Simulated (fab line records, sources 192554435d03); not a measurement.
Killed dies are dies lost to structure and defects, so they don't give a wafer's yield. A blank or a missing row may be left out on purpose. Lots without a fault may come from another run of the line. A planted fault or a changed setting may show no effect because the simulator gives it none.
A struck lot beside a sound one | flow n5_finfet | 15 steps out of a route of 1938
Sound: wafers L492.2, L492.4, L492.5. Struck: wafers L495.1, L495.5, L495.6. The cause comes at the end.
At each step with rows: each side's tool, then ch and its chambers, then its first start. Under that, the readings that differ: sound wafers | struck wafers | difference of the means | sigmas: that difference in standard deviations of wafers without a fault.
alike: readings whose means differ by less than 2 such deviations, and words and numbers that are the same on both sides. not compared: withheld readings, readings that some wafer has no value for, bounds like >300 that may hide the same value, and numbers for which the record gives no deviation and whose values overlap.
The two part at a step that has a row with sigmas, a row that says differs or no value, or rows on one side only. Numbers that don't overlap but have no deviation are shown without sigmas and don't part them. A reading that every wafer of one side lacks parts them only if that side has two wafers or more.

first, 2 steps without rows for these wafers: N5_PASSIVATION_DEVELOP_29 (develop time 60 s); N5_PASSIVATION_HARDBAKE_31 (time 120 s).
N5_PASSIVATION_CD_MEAS_30: target cd 4000 nm.
  sound on cd_sem-02 ch 0, day 14 19:58; struck on cd_sem-02 ch 0, day 16 10:37
  alike: cd_nm
N5_PASSIVATION_OVL_MEAS_63:
  sound on overlay-02 ch 0, day 14 19:59; struck on overlay-02 ch 0, day 16 10:40
  alike: PAD_OVL
N5_PASSIVATION_INSPECT_64: inspects for defects (macro).
  sound on defect_inspect-02, day 14 20:01; struck on defect_inspect-01, day 16 10:41
  alike: raw_defect_count
N5_PASSIVATION_DESCUM_32: chemistry O2, time 7.9 s.
  sound on rie_diel-02 ch 0,3, day 14 20:28; struck on rie_diel-04 ch 0,1,2, day 16 10:47
  alike: drypump_motor_current_A, oes_product_au, rf_vpp_V, showerhead_plenum_p_Torr, throttle_valve_pct
  not compared: rf_hours_counter_h
N5_PASSIVATION_AL_ETCH_33: etches Al in Cl2/BCl3, stops on TaN, target depth 2800 nm, time 466.7 s.
  sound on rie_metal-02 ch 0,1, day 14 20:35; struck on rie_metal-02 ch 0,1, day 16 10:52
  alike: drypump_motor_current_A, oes_product_au, throttle_valve_pct
  not compared: rf_hours_counter_h
N5_PASSIVATION_ETCH_59: etches TaN in Cl2/BCl3, target depth 65 nm, time 34.9 s.
  sound on rie_metal-02 ch 0,1, day 14 20:59; struck on rie_metal-02 ch 0,1, day 16 11:16
  alike: drypump_motor_current_A, oes_product_au, throttle_valve_pct
  not compared: rf_hours_counter_h
N5_PASSIVATION_STRIP_34: strips in O2.
  sound on rie_diel-05 ch 0,1,3, day 14 21:05; struck on rie_diel-02 ch 1,2, day 16 11:23
  alike: drypump_motor_current_A, oes_product_au, rf_vpp_V, showerhead_plenum_p_Torr, throttle_valve_pct
  not compared: rf_hours_counter_h
then, 3 steps without rows for these wafers: N5_PASSIVATION_STRIP_51 (strips in post etch residue remover, time 1200 s); N5_PASSIVATION_CLEAN_69 (cleans in IPA, time 180 s); N5_PASSIVATION_SRD_70 (time 30 s).
N5_PASSIVATION_PECVD_53: deposits SiO2 from TEOS/O2, target thk 800 nm, time 169.4 s.
  sound on pecvd-04 ch 0,2, day 14 21:36; struck on pecvd-04 ch 0,1,2, day 16 11:53
  reading                                        | sound                | struck               | difference | sigmas
  susceptor_temp_C (C)                           | 399.44 399.90 399.87 | 392.60 392.73 392.53 | -7.12      | -32
  model.SiO2_of_PASSIVATION_PECVD_53.thk_nm (nm) | 801.4 822.6 815      | 838.8 837.4 861.6    | +32.9      |
N5_PASSIVATION_PECVD_35: deposits SiNx from SiH4/NH3/N2, target thk 700 nm, time 151.3 s.
  sound on pecvd-04 ch 0,2, day 14 21:43; struck on pecvd-04 ch 0,1,2, day 16 12:00
  alike: heater_power_w, showerhead_plenum_p_Torr, susceptor_temp_C, throttle_valve_pct
N5_PASSIVATION_PROBE_49:
  the record has rows for the struck wafers here (prober-02, day 16 15:42) and none for the sound ones

WHERE THEY PART
First at N5_PASSIVATION_PECVD_53; last, within this record, at N5_PASSIVATION_PROBE_49.

WHY: what the simulator had put in
Process parameter drift: pecvd-04, from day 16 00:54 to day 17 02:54, at N5_PASSIVATION_PECVD_53. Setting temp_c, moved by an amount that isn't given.
